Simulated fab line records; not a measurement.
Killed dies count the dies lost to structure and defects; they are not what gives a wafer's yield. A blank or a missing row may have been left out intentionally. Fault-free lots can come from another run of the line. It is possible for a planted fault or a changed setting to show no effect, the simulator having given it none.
Matching of chambers :: flow nand-harc :: NHARC_A_CONTACT_DESCUM_74 on rie-diel-07: 4 sister chambers
The step chemistry O2, time 3 s. 8 wafers are shown with their chamber, then 7 later ones without.

== WAFERS, EACH WITH ITS CHAMBER ==
wafer: L432.5
chamber: 0
drypump-motor-current-A (A): 6.0
showerhead-plenum-p-Torr (Torr): 1.89

wafer: L442.2
chamber: 2
drypump-motor-current-A (A): 6.8
showerhead-plenum-p-Torr (Torr): 1.99

wafer: L444.4
chamber: 3
drypump-motor-current-A (A): 5.0
showerhead-plenum-p-Torr (Torr): 2.03

wafer: L444.6
chamber: 2
drypump-motor-current-A (A): 6.7
showerhead-plenum-p-Torr (Torr): 1.99

wafer: L447.1
chamber: 0
drypump-motor-current-A (A): 6.0
showerhead-plenum-p-Torr (Torr): 1.89

wafer: L447.5
chamber: 1
drypump-motor-current-A (A): 6.1
showerhead-plenum-p-Torr (Torr): 1.97

wafer: L451.3
chamber: 1
drypump-motor-current-A (A): 6.1
showerhead-plenum-p-Torr (Torr): 1.96

wafer: L451.4
chamber: 3
drypump-motor-current-A (A): 5.1
showerhead-plenum-p-Torr (Torr): 2.03

== WAFERS WITH NO CHAMBER GIVEN ==
wafer: L451.6
drypump-motor-current-A (A): 6.8
showerhead-plenum-p-Torr (Torr): 1.99

wafer: L454.2
drypump-motor-current-A (A): 6.8
showerhead-plenum-p-Torr (Torr): 1.99

wafer: L454.4
drypump-motor-current-A (A): 5.0
showerhead-plenum-p-Torr (Torr): 2.03

wafer: L454.6
drypump-motor-current-A (A): 6.1
showerhead-plenum-p-Torr (Torr): 1.96

wafer: L455.2
drypump-motor-current-A (A): 6.0
showerhead-plenum-p-Torr (Torr): 1.89

wafer: L455.3
drypump-motor-current-A (A): 5.1
showerhead-plenum-p-Torr (Torr): 2.03

wafer: L455.4
drypump-motor-current-A (A): 6.1
showerhead-plenum-p-Torr (Torr): 1.96

== WHICH CHAMBER EACH WENT THROUGH ==
wafer: L451.6
from the rows above: 2
in truth: 2

wafer: L454.2
from the rows above: 2
in truth: 2

wafer: L454.4
from the rows above: 3
in truth: 3

wafer: L454.6
from the rows above: 1
in truth: 1

wafer: L455.2
from the rows above: 0
in truth: 0

wafer: L455.3
from the rows above: 3
in truth: 3

wafer: L455.4
from the rows above: 1
in truth: 1
Placed correctly: 7 of 7. From these rows, 0 cannot be placed. Wrongly placed: 0.
How it was worked out, from the rows above alone: a wafer's distance from a chamber is the root of the sum, over the readings, of the square of ((its reading less the chamber's mean) divided by the reading's scatter). The wafer belongs to the nearest chamber; if the next one is less than 2 further off, it can't be placed. Each chamber's mean is taken over the wafers shown for it. The scatter: take each reading less its chamber's mean, square it, sum over the shown wafers, divide by the number of wafers less the number of chambers, and take the root.
